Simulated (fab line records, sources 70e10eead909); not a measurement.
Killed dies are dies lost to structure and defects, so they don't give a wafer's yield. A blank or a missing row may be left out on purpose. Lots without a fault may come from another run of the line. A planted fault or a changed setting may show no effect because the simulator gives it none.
Which tool did it? | flow nand_harc | 11 lots, 33 wafers sampled, at 6 steps of a route of 1302

WHAT THE GAUGES READ, wafer by wafer
NHARC_P_STI_CD_MEAS_16. Usual: cd_nm 199.3 nm, standard deviation 1.7.
lot  | measured     | on        | cd_nm (nm)        | flag
L298 | day 3 08:46  | cd_sem-01 | 198.8 198.8 200.7 |
L301 | day 4 10:52  | cd_sem-03 | 196.8 200.1 198.0 |
L302 | day 4 23:12  | cd_sem-01 | 200.6 199.8 198.1 |
L306 | day 6 13:50  | cd_sem-01 | 200.8 201.2 199.2 |
L307 | day 6 23:32  | cd_sem-03 | 200.8 202.6 199.2 |
L309 | day 7 19:52  | cd_sem-03 | 198.4 199.0 199.7 |
L310 | day 8 06:32  | cd_sem-02 | 200.0 197.0 196.5 |
L316 | day 10 17:46 | cd_sem-02 | 198.8 198.9 197.4 |
L317 | day 11 07:49 | cd_sem-02 | 194.8 197.3 195.1 |
L319 | day 11 23:44 | cd_sem-02 | 196.7 200.6 195.8 |
L320 | day 12 10:12 | cd_sem-01 | 201.4 196.7 201.0 |

NHARC_P_GATE_CD_MEAS_59: target cd 720 nm. Usual: cd_nm 720.1 nm, standard deviation 1.2.
lot  | measured     | on        | cd_nm (nm)        | flag
L298 | day 6 04:49  | cd_sem-02 | 721.0 721.4 721.7 |
L301 | day 7 00:58  | cd_sem-01 | 719.1 718.6 718.1 |
L302 | day 7 19:13  | cd_sem-02 | 718.3 718.2 718.3 |
L306 | day 9 08:05  | cd_sem-02 | 721.6 722.3 721.4 |
L307 | day 9 19:11  | cd_sem-01 | 719.9 719.8 718.2 |
L309 | day 10 13:15 | cd_sem-01 | 720.3 719.5 720.3 |
L310 | day 11 13:06 | cd_sem-03 | - - -             | OFF
L316 | day 13 09:46 | cd_sem-01 | 722.6 721.6 722.6 |
L317 | day 13 23:41 | cd_sem-01 | 719.7 719.8 719.0 |
L319 | day 14 17:53 | cd_sem-02 | 719.3 721.2 721.2 |
L320 | day 15 05:07 | cd_sem-01 | 722.0 720.9 722.2 |

NHARC_END_SORT_01. Usual: killed_at_array 54, standard deviation 16; killed_at_other 0.6, standard deviation 0.86; killed_at_periphery 3.8, standard deviation 2.6; killed_dies 58, standard deviation 16; killed_open 3.3, standard deviation 1.8; killed_short 2.7, standard deviation 1.7.
lot  | measured     | on        | killed_at_array | killed_at_other | killed_at_periphery | killed_dies | killed_open | killed_short | flag
L310 | day 30 13:27 | prober-02 | 54 52 53        | 0 0 0           | 623 625 624         | 677 677 677 | 4 2 6       | 5 3 4        | OFF

WHICH TOOL RAN EACH LOT (tool, then ch and the chambers of the sampled wafers, then the start)
lot  | NHARC_P_GATE_STRIP_101             | NHARC_P_GATE_EXPOSE_56            | NHARC_P_GATE_DESCUM_61
L298 | rie_diel-12 ch 1,2,3, day 6 02:06  | krf_scanner-02 ch 0, day 6 04:38  | rie_diel-05 ch 1,2, day 6 04:59
L301 | rie_diel-05 ch 0,1,3, day 6 22:16  | krf_scanner-01 ch 0, day 7 00:49  | rie_diel-05 ch 1,3, day 7 01:09
L302 | rie_diel-12 ch 0,1,3, day 7 16:38  | krf_scanner-04 ch 0, day 7 19:03  | rie_diel-12 ch 0,2, day 7 19:23
L306 | rie_diel-01 ch 0,1,2, day 9 05:32  | krf_scanner-02 ch 0, day 9 07:56  | rie_diel-12 ch 0,2,3, day 9 08:14
L307 | rie_diel-12 ch 1,2,3, day 9 16:28  | krf_scanner-04 ch 0, day 9 19:01  | rie_diel-05 ch 0,3, day 9 19:21
L309 | rie_diel-05 ch 0,1,2, day 10 10:43 | krf_scanner-04 ch 0, day 10 13:06 | rie_diel-01 ch 1,2,3, day 10 13:26
L310 | rie_diel-05 ch 0,2,3, day 11 10:25 | krf_scanner-02 ch 0, day 11 12:57 | rie_diel-05 ch 1,3, day 11 13:16
L316 | rie_diel-05 ch 1,2,3, day 13 07:13 | krf_scanner-02 ch 0, day 13 09:37 | rie_diel-01 ch 0,1,2, day 13 09:55
L317 | rie_diel-12 ch 0,1, day 13 21:07   | krf_scanner-02 ch 0, day 13 23:32 | rie_diel-01 ch 0,1,2, day 13 23:53
L319 | rie_diel-05 ch 2,3, day 14 15:10   | krf_scanner-02 ch 0, day 14 17:44 | rie_diel-12 ch 0,1,2, day 14 18:04
L320 | rie_diel-05 ch 2,3, day 15 02:34   | krf_scanner-02 ch 0, day 15 04:58 | rie_diel-05 ch 2,3, day 15 05:17
- NHARC_P_GATE_STRIP_101: strips in O2, time 20 s.
- NHARC_P_GATE_EXPOSE_56: exposes mask P PSD, target cd 720 nm.
- NHARC_P_GATE_DESCUM_61: chemistry O2, time 3 s.

WHAT THE TOOLS THEMSELVES READ (means of the sampled wafers that have a number; where no wafer has one, the mark that the record gives instead)
NHARC_P_GATE_STRIP_101. Usual: drypump_motor_current_A 5.7 A, standard deviation 0.4; oes_product_au 1.000 a.u., standard deviation 0.0081; rf_vpp_V 57.9 V, standard deviation 0.93; showerhead_plenum_p_Torr 3.58 Torr, standard deviation 0.17; throttle_valve_pct 17.035 %, standard deviation 0.009.
lot  | tool        | drypump_motor_current_A (A) | oes_product_au (a.u.) | rf_vpp_V (V) | showerhead_plenum_p_Torr (Torr) | throttle_valve_pct (%) | flag
L298 | rie_diel-12 | 5.6                         | 0.997                 | 59.0         | 3.56                            | 17.033                 |
L301 | rie_diel-05 | 6.2                         | 0.992                 | 57.8         | 3.60                            | 17.047                 |
L302 | rie_diel-12 | 5.7                         | 1.010                 | 57.2         | 3.48                            | 17.036                 |
L306 | rie_diel-01 | 5.3                         | 0.999                 | 58.8         | 3.73                            | 17.031                 |
L307 | rie_diel-12 | 5.7                         | 0.995                 | 58.3         | 3.56                            | 17.028                 |
L309 | rie_diel-05 | 6.0                         | 0.999                 | 57.5         | 3.55                            | 17.044                 |
L310 | rie_diel-05 | 5.9                         | 1.004                 | 58.1         | 3.50                            | 17.030                 |
L316 | rie_diel-05 | 6.0                         | 0.995                 | 58.1         | 3.62                            | 17.038                 |
L317 | rie_diel-12 | 5.7                         | 0.992                 | 58.0         | 3.47                            | 17.045                 |
L319 | rie_diel-05 | 5.7                         | 1.007                 | 58.4         | 3.53                            | 17.026                 |
L320 | rie_diel-05 | 5.9                         | 1.005                 | 57.5         | 3.57                            | 17.045                 |

NHARC_P_GATE_EXPOSE_56. Usual: focus_offset_nm 0.0 nm, standard deviation 0.52; reticle_temp_C 23.00 C, standard deviation 0.11.
lot  | tool           | focus_offset_nm (nm) | reticle_temp_C (C) | flag
L298 | krf_scanner-02 | -0.5                 | 22.97              |
L301 | krf_scanner-01 | 0.2                  | 23.10              |
L302 | krf_scanner-04 | 0.9                  | 23.15              |
L306 | krf_scanner-02 | -0.3                 | 23.14              |
L307 | krf_scanner-04 | -0.1                 | 23.01              |
L309 | krf_scanner-04 | -0.2                 | 22.97              |
L310 | krf_scanner-02 | -0.1                 | 23.05              |
L316 | krf_scanner-02 | 0.4                  | 23.00              |
L317 | krf_scanner-02 | 0.7                  | 22.85              |
L319 | krf_scanner-02 | -0.1                 | 23.05              |
L320 | krf_scanner-02 | 0.5                  | 23.00              |

NHARC_P_GATE_DESCUM_61. Usual: drypump_motor_current_A 5.7 A, standard deviation 0.39; oes_product_au 1.000 a.u., standard deviation 0.0074; rf_vpp_V 57.9 V, standard deviation 0.87; showerhead_plenum_p_Torr 1.95 Torr, standard deviation 0.095; throttle_valve_pct 11.311 %, standard deviation 0.0089.
lot  | tool        | drypump_motor_current_A (A) | oes_product_au (a.u.) | rf_vpp_V (V) | showerhead_plenum_p_Torr (Torr) | throttle_valve_pct (%) | flag
L298 | rie_diel-05 | 6.2                         | 1.001                 | 58.4         | 2.00                            | 11.308                 |
L301 | rie_diel-05 | 6.3                         | 0.996                 | 58.9         | 2.02                            | 11.311                 |
L302 | rie_diel-12 | 5.8                         | 0.994                 | 57.3         | 1.83                            | 11.307                 |
L306 | rie_diel-12 | 5.7                         | 0.998                 | 58.2         | 1.84                            | 11.312                 |
L307 | rie_diel-05 | 6.0                         | 1.002                 | 57.7         | 1.93                            | 11.311                 |
L309 | rie_diel-01 | 5.5                         | 1.005                 | 58.5         | 2.04                            | 11.322                 |
L310 | rie_diel-05 | 6.3                         | 1.007                 | 58.1         | 2.02                            | 11.311                 |
L316 | rie_diel-01 | 5.3                         | 1.000                 | 58.7         | 2.03                            | 11.303                 |
L317 | rie_diel-01 | 5.3                         | 1.002                 | 57.7         | 2.03                            | 11.311                 |
L319 | rie_diel-12 | 5.7                         | 0.995                 | 57.8         | 1.92                            | 11.298                 |
L320 | rie_diel-05 | 5.9                         | 1.006                 | 57.5         | 1.94                            | 11.309                 |

THE ANSWER, worked out from the rows above alone
Rule: a lot is off if the mean of its wafers that have a number lies more than 3 standard deviations from the usual mean. A lot without any number at a reading at which 4 lots or more have one is off too. The other lots that the step has rows for count as sound. The gauges are gone through in route order, then the tools' own readings, and for those a lot's mean is taken as printed above. The first step at which some lot is off is used, and at that step the reading that is off furthest; a lot without a number counts as furthest.
Off: L310, at NHARC_P_GATE_CD_MEAS_59 (cd_nm). Without a number there: L310.
A tool fits if, at a process step before that reading, it ran every lot that is off, and no sound lot after the first of them. The gauges at NHARC_P_GATE_CD_MEAS_59 aren't tried: what is off there is off at NHARC_END_SORT_01 too, on other tools, and a gauge's error can't cause that. None of those tried fits.

WHAT THE SIMULATOR HAD PUT IN
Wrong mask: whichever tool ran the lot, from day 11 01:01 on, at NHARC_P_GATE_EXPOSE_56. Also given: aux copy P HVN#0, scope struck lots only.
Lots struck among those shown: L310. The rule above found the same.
